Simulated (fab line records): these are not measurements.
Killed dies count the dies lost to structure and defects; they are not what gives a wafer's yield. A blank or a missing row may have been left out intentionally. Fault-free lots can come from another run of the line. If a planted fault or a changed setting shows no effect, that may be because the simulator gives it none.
Problem report, 8D (eight disciplines) form, completed by code -- flow n5Finfet -- the parts of the form that need people (team, actions taken, sign-off) are left out

## 1. THE ISSUE
Wafers without a fault read 546.9 s, standard deviation 0.43; runLengthS at N5_FIN_CUT_ETCH_21 reads a mean of 573.8 s on 4 wafers belonging to 2 lots. That is +63 standard deviations from the usual mean.
The step: etches SOC in N2/H2, target depth 219 nm, overetch 43.8 nm, time 523.5 s.
The first sign was on wafer L832.2 at day 5 16:06, on rieDiel-03. Wafers with a number at this step in the record: 27, from 9 lots. Rule for "out" (also "out of limits"): further than 4 standard deviations from the usual mean. All remaining wafers that have a number are taken as sound.

## 2. WHAT IT IS AND WHAT IT IS NOT
question,is,is not
which readings at this step,runLengthS,"drypumpMotorCurrentA, oesProductAu, rfVppV, showerheadPlenumPTorr, throttleValvePct"
which lots,"L832, L834","L819, L821, L822, L825, L836, L837, L841"
which wafers of those lots,"L832.2, L832.5, L834.2, L834.5","L832.1, L834.3"
read on which tools,rieDiel-03,rieDiel-06
when,from day 5 16:06,"up to then (13 sound wafers); but 10 sound wafers of L834, L836, L837, L841 came after"

## 3. WHAT RULES OUT EACH SUSPECT
Counting: if a tool at a process step up to the reading ran every lot that is out, it stays a suspect. Sound lots after the first of them don't rule it out here, since some wafers of a struck lot are sound.
- rieDiel-03 at N5_FIN_CUT_ETCH_21 (etches SOC in N2/H2, target depth 219 nm, overetch 43.8 nm, time 523.5 s): kept. Ran every lot that is out, first one L832 (day 5 16:06); last sound lot up to then L825 (day 3 21:39). On those wafers its own readings are out: runLengthS.
- Within rieDiel-03 at N5_FIN_CUT_ETCH_21: the wafers that are out ran in chambers 0, 1; their sound lot-mates ran in chamber 2.
Remaining after the count: rieDiel-03 at N5_FIN_CUT_ETCH_21.

## 4. THE CAUSE (what the simulator had put in)
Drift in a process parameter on rieDiel-03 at N5_FIN_CUT_ETCH_21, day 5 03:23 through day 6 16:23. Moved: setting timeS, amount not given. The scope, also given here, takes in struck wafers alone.
Only this tool survived the counting.

## 5. THE EFFECT CHAIN, in route order
Each row: a reading where the mean over the struck wafers with a number is more than 3 standard deviations away from the usual. Only readings whose record carries a usual standard deviation are examined. hours: median over the lots of the time between each lot's start at the first step of this table that gives one and its start at this step. sigmas: the change, counted in usual standard deviations.
hours,step,reading,usual,on struck wafers,change,sigmas
0,N5_FIN_CUT_ETCH_21,runLengthS,546.9 s,573.8,+26.9,+63
Here are the process steps it includes:
- N5_FIN_CUT_ETCH_21: etches SOC in N2/H2, target depth 219 nm, overetch 43.8 nm, time 523.5 s.
Later measuring or inspecting steps at which every struck wafer that the step has a row for has a number for every such reading, and none has moved that far: N5_BEOL_M4_RC_MEAS_101.

## 6. HOW IT WOULD HAVE BEEN CAUGHT EARLIER
The fault began at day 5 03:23; the first out-of-limits reading in this record came at day 5 16:06, 13 hours later.
